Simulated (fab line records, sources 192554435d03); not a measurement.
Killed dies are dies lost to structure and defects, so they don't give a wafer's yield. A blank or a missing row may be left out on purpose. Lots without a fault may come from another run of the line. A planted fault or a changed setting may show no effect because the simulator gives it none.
fab line records | flow n5_finfet
record lots=9 wafers=27 last_day=16
route steps=1938 shown SD_EPI_P@308 SD_ACTIVATION@331 ILD0@339 BEOL_M4@1111 PASSIVATION@1936
lots that met no fault: from a run of the same line without faults
start_h: hours from the record's first day to the start of the lot's first wafer shown | wait_h: hours since the lot's step before | " the same as in the row above | L1.1+2: a row that stands for several wafers | - no value, or no start given | * or withheld: withheld | < > ~ a bound
route shown NAME@n: a module of which the file shows steps, and the number in the route of the first | usual: mean/standard deviation of fault-free wafers | same: alike in all rows | chamber/n: place in a boat | sites: the reading at each site | _std_site: their standard deviation | _edge_site: outer sites' mean less inner sites' | radius_mm: how far each site lies from the wafer's centre | mask NAME#n: copy n | behind: the tool/chamber that last shaped the wafer | hold: why the lot was held/for how many hours/how that ended | device: the transistor (n, p or np) that didn't switch | end of line: the same wafers' tests at the end of the route | a step without rows: its recipe alone | killed: dies lost to structure and defects at the first sort, not the wafer's yield | map: a wafer's dies, x killed, . not, _ none there
set.NAME: the setting as run; set.NAME@STEP: as run at that earlier step | model.NAME: the simulator's own value behind a step, which no gauge read
steps of the route over a sample of lots; a table a step, a row a wafer
services: from which hour (start_h, from the record's first day; less than 0 if before it) a tool's chamber was out of use, for how many hours, and why
## steps
# step N5_SD_EPI_P_ETCH_37
# recipe chemistry=N2/H2 target=SOC overetch_a=1080 mask_material=SiARC temp_c=40 ion_energy_ev=100 source_w=3000 bias_w=133 pressure_mtorr=20 time_s=486 n2_flow_sccm=200 h2_flow_sccm=200 ends=end_point
# usual bias_w=133.1/0.39 drypump_motor_current_A=5.7/0.4 h2_flow_sccm=200.0/0.55 oes_product_au=0.67/0.043 rf_vpp_V=241.2/1.2 showerhead_plenum_p_Torr=2.57/0.078 throttle_valve_pct=23.85/0.2
# columns lot.wafer tool chamber start_h wait_h bias_w drypump_motor_current_A h2_flow_sccm oes_product_au rf_hours_counter_h rf_vpp_V showerhead_plenum_p_Torr throttle_valve_pct
L327.2 rie_diel-02 0 63.08 0.0 133.2 6.6 200.6 0.65 185 240.1 2.43 24.09
L327.3 " 2 " " 133.8 5.1 199.6 0.70 119 242.6 2.65 23.80
L327.4 " 1 " " 132.3 6.0 200.0 0.71 110 241.9 2.57 23.50
L331.1 rie_diel-06 1 84.57 0.0 132.6 5.8 200.5 0.66 201 240.2 2.62 23.86
L331.4 " 0 " " 132.9 5.3 199.6 0.80 29 240.5 2.59 23.64
L331.5 " 3 " " 133.6 5.7 200.8 0.65 - 242.3 2.64 24.07
L334.2 rie_diel-02 0 105.69 0.0 132.4 6.6 200.2 0.64 197 239.4 2.43 24.10
L334.3 " 1 " " 132.9 6.0 199.5 0.70 122 241.2 2.57 23.50
L334.6 " 1 " " 132.4 6.0 199.8 0.70 - 240.5 2.57 23.51
L335.3 rie_diel-03 3 110.21 0.0 132.9 5.6 200.7 0.68 171 242.3 2.54 24.13
L335.4 " 2 " " 133.2 5.8 199.6 0.63 229 240.8 2.49 23.79
L335.5 " 1 " " 132.6 5.5 200.9 0.65 - 240.2 2.50 23.61
L336.4 rie_diel-03 2 113.47 0.0 132.4 5.8 199.6 0.63 230 240.5 2.49 23.77
L336.5 " 3 " " 133.7 5.6 198.6 0.67 - 241.0 2.54 24.13
L336.6 " 2 " " 133.1 5.8 199.4 0.63 - 240.7 2.49 23.76
L337.3 rie_diel-02 3 119.73 0.0 133.1 5.6 200.1 0.65 206 241.4 2.61 23.88
L337.5 " 0 " " 133.0 6.6 199.3 0.64 - 238.6 2.43 24.13
L337.6 " 3 " " 133.4 5.6 199.8 0.65 - 241.7 2.61 23.89
L338.1 rie_diel-06 1 129.97 0.0 133.0 5.8 199.5 0.65 212 241.2 2.61 23.87
L338.3 " 3 " " 132.4 5.7 199.9 0.64 212 241.6 2.64 24.09
L338.5 " 0 " " 132.7 5.3 200.4 0.79 - 239.5 2.59 23.67
L341.1 rie_diel-02 3 145.41 0.0 132.8 5.6 200.6 0.64 213 241.3 2.61 23.90
L341.2 " 0 " " 133.4 6.6 200.6 0.64 207 237.6 2.42 24.13
L341.4 " 2 " " 132.6 5.1 199.3 0.68 141 241.9 2.64 23.83
L343.1 rie_diel-06 2 158.61 0.0 133.3 6.1 199.9 0.68 138 241.3 2.65 23.96
L343.3 " 0 " " 132.9 5.3 200.4 0.78 48 241.7 2.58 23.68
L343.6 " 1 " " 133.3 5.8 200.3 0.64 - 241.6 2.61 23.89
# step N5_SD_ACTIVATION_LSA_01
# recipe temp_c=1080 time_s=0.0008 ambient=N2
# usual wafer_temp_C_max=1084.8/1.3
# columns lot.wafer tool chamber start_h wait_h wafer_temp_C_max
L327.2 laser_anneal-01 0 68.92 0.2 1085.2
L327.3 " 0 " " 1083.6
L327.4 " 0 " " 1083.2
L331.1 laser_anneal-01 0 88.49 0.2 1083.5
L331.4 " 0 " " 1083.8
L331.5 " 0 " " 1083.5
L334.2 laser_anneal-02 0 109.59 0.2 1085.5
L334.3 " 0 " " 1086.1
L334.6 " 0 " " 1085.3
L335.3 laser_anneal-01 0 114.31 0.2 1083.8
L335.4 " 0 " " 1083.2
L335.5 " 0 " " 1084.0
L336.4 laser_anneal-02 0 117.46 0.2 1086.6
L336.5 " 0 " " 1086.2
L336.6 " 0 " " 1086.2
L337.3 laser_anneal-01 0 123.70 0.2 1084.8
L337.5 " 0 " " 1083.1
L337.6 " 0 " " 1083.7
L338.1 laser_anneal-02 0 135.67 0.2 1087.8
L338.3 " 0 " " 1084.9
L338.5 " 0 " " 1085.5
L341.1 laser_anneal-01 0 150.28 0.2 1044.0
L341.2 " 0 " " 1044.7
L341.4 " 0 " " 1047.2
L343.1 laser_anneal-01 0 162.52 0.2 1046.2
L343.3 " 0 " " 1045.5
L343.6 " 0 " " 1047.5
# step N5_SD_ACTIVATION_RS_MEAS_03
# recipe thk_meas_gauge=four-point-probe
# usual RS_SD_N=21.8/0.31 RS_SD_P=55.8/0.94
# columns lot.wafer tool chamber start_h wait_h RS_SD_N[ohm/sq] RS_SD_P[ohm/sq]
L327.2 film_metro-01 - 69.12 0.2 22.0 57.2
L327.3 " - " " 22.2 56.6
L327.4 " - " " 21.9 56.9
L331.1 film_metro-01 - 88.70 0.2 21.6 55.9
L331.4 " - " " 21.3 56.2
L331.5 " - " " 21.6 56.0
L334.2 film_metro-01 - 109.78 0.2 21.5 54.5
L334.3 " - " " 21.8 54.8
L334.6 " - " " 21.6 54.0
L335.3 film_metro-02 - 114.49 0.2 21.9 56.4
L335.4 " - " " 21.9 56.2
L335.5 " - " " 21.5 55.8
L336.4 film_metro-01 - 117.63 0.1 21.8 54.0
L336.5 " - " " 21.5 54.4
L336.6 " - " " 21.2 54.9
L337.3 film_metro-01 - 123.89 0.2 21.6 56.2
L337.5 " - " " 21.6 55.2
L337.6 " - " " 21.4 56.1
L338.1 film_metro-02 - 135.87 0.2 21.6 55.3
L338.3 " - " " 21.6 55.8
L338.5 " - " " 21.4 55.4
L341.1 film_metro-02 - 150.50 0.2 26.0 57.8
L341.2 " - " " 26.1 57.0
L341.4 " - " " 26.0 57.1
L343.1 film_metro-02 - 162.72 0.2 26.2 55.7
L343.3 " - " " 26.5 56.5
L343.6 " - " " 26.3 55.8
# step N5_ILD0_THK_MEAS_04
# usual thk_nm=197.1/1.2
# columns lot.wafer tool chamber start_h wait_h thk_nm
L327.2 film_metro-01 - 72.12 - 197.6
L327.3 " - " " 197.5
L327.4 " - " " 193.8
L331.1 film_metro-01 - 91.76 - 198.3
L331.4 " - " " 196.0
L331.5 " - " " 195.6
L334.2 film_metro-02 - 112.78 - 195.6
L334.3 " - " " 197.9
L334.6 " - " " 197.2
L335.3 film_metro-01 - 118.52 - 195.9
L335.4 " - " " 196.5
L335.5 " - " " 197.3
L336.4 film_metro-02 - 120.59 - 198.3
L336.5 " - " " 197.6
L336.6 " - " " 196.5
L337.3 film_metro-02 - 126.88 - 196.8
L337.5 " - " " 197.1
L337.6 " - " " 199.2
L338.1 film_metro-01 - 138.89 - 198.0
L338.3 " - " " 195.9
L338.5 " - " " 197.3
L341.1 film_metro-02 - 153.63 - 199.2
L341.2 " - " " 197.5
L341.4 " - " " 197.1
L343.1 film_metro-01 - 165.76 - 196.1
L343.3 " - " " 195.9
L343.6 " - " " 197.8
# step N5_ILD0_THK_MEAS_08
# usual thk_nm=138.8/1.3
# columns lot.wafer tool chamber start_h wait_h thk_nm
L327.2 film_metro-02 - 72.44 - 140.5
L327.3 " - " " 140.2
L327.4 " - " " 139.6
L331.1 film_metro-01 - 92.08 - 139.7
L331.4 " - " " 139.2
L331.5 " - " " 139.1
L334.2 film_metro-01 - 113.10 - 138.6
L334.3 " - " " 137.9
L334.6 " - " " 137.7
L335.3 film_metro-02 - 118.84 - 140.0
L335.4 " - " " 137.5
L335.5 " - " " 140.1
L336.4 film_metro-01 - 120.92 - 140.0
L336.5 " - " " 140.7
L336.6 " - " " 138.2
L337.3 film_metro-01 - 127.21 - 139.6
L337.5 " - " " 138.9
L337.6 " - " " 141.2
L338.1 film_metro-02 - 139.21 - 140.9
L338.3 " - " " 138.9
L338.5 " - " " 140.4
L341.1 film_metro-02 - 153.95 - 137.0
L341.2 " - " " 138.0
L341.4 " - " " 138.2
L343.1 film_metro-01 - 166.09 - 138.5
L343.3 " - " " 137.6
L343.6 " - " " 138.1
# step N5_BEOL_M4_RC_MEAS_101
# usual DIBL_N=36.1/1.7 DIBL_P=35.9/2.1 IOFF_N=0.154/0.029 IOFF_P=0.21/0.035 ION_N=673/10 ION_P=463/7.5 RC_DENSE_N=18.9/0.37 RC_N=15.46/0.28 REXT_N=75.1/1.8 RS_SD_N=28.3/0.41 SS_N=71.6/0.59 SS_P=73.2/0.69 VT_N=250.5/2.9 VT_P=-250/3.2
# columns lot.wafer tool chamber start_h wait_h DIBL_N[mV/V] DIBL_P[mV/V] IOFF_N[nA/um] IOFF_P[nA/um] ION_N[uA/um] ION_P[uA/um] RC_DENSE_N[ohm.um] RC_N[ohm.um] REXT_N[ohm.um] RS_SD_N[ohm/sq] SS_N[mV/dec] SS_P[mV/dec] VT_N[mV] VT_P[mV]
L327.2 prober-01 0 173.08 0.2 39.6 38.2 0.231 0.30 687 465 18.8 15.25 74.4 28.5 71.7 74.2 244.0 -247
L327.3 " 0 " " 37.8 35.8 0.185 0.25 672 468 18.6 15.05 73.3 28.7 72.2 74.4 250.5 -246
L327.4 " 0 " " 38.2 36.4 0.194 0.26 683 464 19.4 15.83 74.7 28.4 72.5 73.7 248.7 -247
L331.1 prober-02 0 212.08 0.0 35.8 35.7 0.138 0.22 664 461 19.0 15.38 75.3 28.2 71.4 72.8 252.6 -250
L331.4 " 0 " " 36.5 37.4 0.160 0.24 672 469 19.1 15.83 76.3 27.7 71.9 73.1 249.0 -248
L331.5 " 0 " " 36.2 37.3 0.155 0.24 674 466 18.8 15.34 76.7 28.2 72.1 72.9 246.5 -247
L334.2 prober-02 0 228.15 0.2 37.4 37.2 0.176 0.23 692 477 19.6 15.98 73.4 28.0 72.4 74.2 247.8 -248
L334.3 " 0 " " 35.2 35.1 0.135 0.20 687 476 19.3 15.61 73.5 28.1 71.7 73.3 250.7 -252
L334.6 " 0 " " 34.7 34.6 0.126 0.18 679 466 19.4 15.96 72.8 28.0 72.3 72.6 253.0 -252
L335.3 prober-01 0 250.37 0.3 35.9 35.1 0.149 0.18 667 454 19.0 15.58 75.3 28.0 72.2 73.1 250.0 -253
L335.4 " 0 " " 36.2 35.7 0.153 0.19 683 465 18.3 15.03 75.0 28.3 71.1 72.3 248.9 -251
L335.5 " 0 " " 38.0 38.0 0.192 0.23 683 467 18.7 15.41 75.7 28.1 71.8 73.2 244.7 -249
L338.1 prober-01 0 252.55 0.0 35.5 33.6 0.129 0.17 671 458 19.1 15.66 76.4 28.2 71.4 73.4 253.9 -256
L338.3 " 0 " " 38.1 36.0 0.174 0.21 686 459 19.6 16.06 77.1 27.9 71.9 73.2 246.4 -250
L338.5 " 0 " " 34.7 32.0 0.118 0.15 653 445 18.9 15.52 77.2 28.1 70.9 72.0 252.6 -253
L336.4 prober-02 0 252.78 0.5 35.3 35.5 0.162 0.23 678 464 18.4 15.15 75.0 27.9 71.4 74.0 251.4 -245
L336.5 " 0 " " 35.3 35.3 0.161 0.23 677 464 19.1 15.68 75.4 27.6 70.8 73.5 250.4 -248
L336.6 " 0 " " 32.9 32.6 0.119 0.19 666 459 18.6 15.24 74.3 27.3 70.7 71.7 253.0 -247
L337.3 prober-02 0 255.97 0.3 33.6 33.4 0.137 0.19 669 463 18.7 15.40 76.1 27.7 71.1 73.1 251.4 -253
L337.5 " 0 " " 33.6 33.1 0.119 0.18 661 460 18.7 15.24 77.2 27.8 71.2 72.8 252.9 -253
L337.6 " 0 " " 34.8 33.9 0.134 0.18 667 459 18.5 15.13 76.0 28.2 70.8 73.3 253.3 -252
L343.1 prober-01 0 275.23 0.0 37.8 37.8 0.188 0.24 683 468 22.7 18.71 83.5 33.3 72.6 73.1 248.9 -248
L343.3 " 0 " " 34.8 33.6 0.115 0.17 642 448 22.7 18.51 84.8 33.1 71.2 72.9 255.3 -254
L343.6 " 0 " " 37.9 37.4 0.183 0.22 679 468 22.1 17.96 83.4 33.3 72.1 73.4 247.0 -250
L341.1 prober-01 0 279.59 0.0 35.3 36.0 0.131 0.21 662 465 22.7 18.50 81.4 33.2 70.9 73.6 254.4 -249
L341.2 " 0 " " 35.4 36.9 0.139 0.23 657 468 22.4 18.32 83.4 33.0 70.5 73.3 249.2 -248
L341.4 " 0 " " 33.8 34.8 0.110 0.19 657 466 22.5 18.31 81.2 32.8 71.3 72.9 253.4 -248
# step N5_PASSIVATION_PROBE_49
# usual defect_limited_yield=91.3/1.4 killed_at_M0_to_M3=34/9.2 killed_at_M4_up=13/5.3 killed_at_contacts=12/6 killed_at_front_end=39/12 killed_at_other=4/3.3 killed_dies=102/17 killed_open=67/12 killed_short=34/7.4 sort_bin_5_function=5.1/1 sort_bin_6_memory=3.2/0.6 sort_n_pass=1078/17 sort_yield_pct=91.3/1.4
# same gross_dies=1180 killed_at_back_side=0 sort_bin_4_leakage[%]=0 sort_bin_8_speed[%]=0
# columns lot.wafer tool chamber start_h wait_h defect_limited_yield[%] killed_at_M0_to_M3 killed_at_M4_up killed_at_contacts killed_at_front_end killed_at_other killed_dies killed_open killed_short sort_bin_5_function[%] sort_bin_6_memory[%] sort_n_pass sort_yield_pct[%]
L334.2 prober-02 - 332.78 0.1 91.2 52 10 13 26 3 104 67 35 5.1 3.6 1076 91.2
L334.3 prober-02 - 332.83 0.1 90.9 32 12 13 45 5 107 78 26 5.2 3.6 1073 90.9
L334.6 prober-02 - 332.98 0.3 90.8 36 12 7 49 5 109 77 29 5.5 3.6 1071 90.8
L337.6 prober-01 - 362.40 0.3 89.5 45 13 11 48 7 124 81 40 5.7 4.5 1056 89.5
L341.1 prober-02 - 380.76 0.0 91.4 34 9 7 48 4 102 61 38 5.2 3.0 1078 91.4
L341.2 prober-02 - 380.81 0.1 89.7 36 27 9 47 2 121 72 47 5.8 3.9 1059 89.7
L341.4 prober-02 - 380.91 0.2 92.3 47 6 14 24 0 91 62 29 4.6 2.9 1089 92.3
# killed by level:class
L334.2 BEOL_M2:geometric_particle:open=17 MOL_CONTACT_COAG:geometric_particle:open=10 BEOL_M1:geometric_particle:open=9 BEOL_M0_SAQP:geometric_particle:short=6 FIN_SAQP:geometric_particle:short=5 FIN_SAQP:geometric_particle:open=5 BEOL_M1:geometric_particle:short=5 STI_FIN_REVEAL:geometric_particle:open=4
L334.3 MOL_CONTACT_COAG:geometric_particle:open=12 BEOL_M3:geometric_particle:open=12 FIN_SAQP:geometric_particle:short=8 FIN_SAQP:geometric_particle:open=8 STI_FIN_REVEAL:geometric_particle:open=8 BEOL_M1:geometric_particle:open=8 DUMMY_GATE:geometric_particle:open=7 BEOL_M2:geometric_particle:open=5
L334.6 FIN_SAQP:geometric_particle:open=13 BEOL_M1:geometric_particle:open=12 FIN_SAQP:geometric_particle:short=10 BEOL_M2:geometric_particle:open=6 ILD0:geometric_particle:short=6 MOL_CONTACT_COAG:geometric_particle:open=6 BEOL_M0_SAQP:geometric_particle:open=6 DUMMY_GATE:geometric_particle:open=5
L337.6 BEOL_M1:geometric_particle:open=17 FIN_SAQP:geometric_particle:short=10 FIN_SAQP:geometric_particle:open=10 GATE_CUT:geometric_particle:open=8 BEOL_M0_SAQP:geometric_particle:open=8 BEOL_M4:geometric_particle:open=7 MOL_CONTACT_COAG:geometric_particle:open=6 MOL_CONTACT_COAG:geometric_particle:short=5
L341.1 FIN_SAQP:geometric_particle:open=14 FIN_SAQP:geometric_particle:short=11 DUMMY_GATE:geometric_particle:open=8 BEOL_M3:geometric_particle:open=8 MOL_CONTACT_COAG:geometric_particle:open=6 BEOL_M0_SAQP:geometric_particle:open=5 BEOL_M0_SAQP:geometric_particle:short=4 BEOL_M1:geometric_particle:short=4
L341.2 BEOL_M4:geometric_particle:open=14 FIN_SAQP:geometric_particle:open=13 BEOL_M0_SAQP:geometric_particle:short=10 FIN_SAQP:geometric_particle:short=9 BEOL_M0_SAQP:geometric_particle:open=8 BEOL_M1:geometric_particle:open=6 BEOL_M1:geometric_particle:short=6 BEOL_M4:geometric_particle:short=6
L341.4 BEOL_M1:geometric_particle:short=15 MOL_CONTACT_COAG:geometric_particle:open=12 BEOL_M2:geometric_particle:open=12 BEOL_M3:geometric_particle:open=9 STI_FIN_REVEAL:geometric_particle:open=6 DUMMY_GATE:geometric_particle:open=6 BEOL_M0:geometric_particle:open=5 FIN_SAQP:geometric_particle:open=4
## services
# columns tool chamber start_h hours kind
rie_diel-03 2 51.47 3.0 repair
laser_anneal-01 - 59.13 5.1 repair
rie_diel-03 0 60.76 2.5 repair
laser_anneal-02 - 64.27 1.3 pm
rie_diel-03 - 70.55 0.5 repair
rie_diel-03 - 75.57 0.7 repair
rie_diel-02 - 93.02 4.3 pm
rie_diel-06 3 122.88 4.4 repair
## key
first_sign step=N5_SD_ACTIVATION_LSA_01 reading=wafer_temp_C_max direction=down sigmas=29 usual=* struck=*
effect step=N5_SD_ACTIVATION_RS_MEAS_03 reading=RS_SD_N direction=up sigmas=14 usual=21.8 struck=26.2
effect step=N5_BEOL_M4_RC_MEAS_101 reading=RS_SD_N direction=up sigmas=12 usual=28.3 struck=33.1
effect step=N5_BEOL_M4_RC_MEAS_101 reading=RC_N direction=up sigmas=10 usual=15.46 struck=18.39
effect step=N5_BEOL_M4_RC_MEAS_101 reading=RC_DENSE_N direction=up sigmas=9.7 usual=18.9 struck=22.5
effect step=N5_BEOL_M4_RC_MEAS_101 reading=REXT_N direction=up sigmas=4.5 usual=75.1 struck=83.0
met_at N5_SD_ACTIVATION_LSA_01
struck_lots L341,L343
not_acting_at N5_SD_EPI_P_ETCH_37,N5_ILD0_THK_MEAS_04,N5_ILD0_THK_MEAS_08
onset_between 123.70 150.28
fault kind=process_parameter_drift tool=laser_anneal-01 chamber=- onset_h=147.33 steps=N5_SD_ACTIVATION_LSA_01 channel=temp_c offset=* shape=step end_h=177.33 stated=*
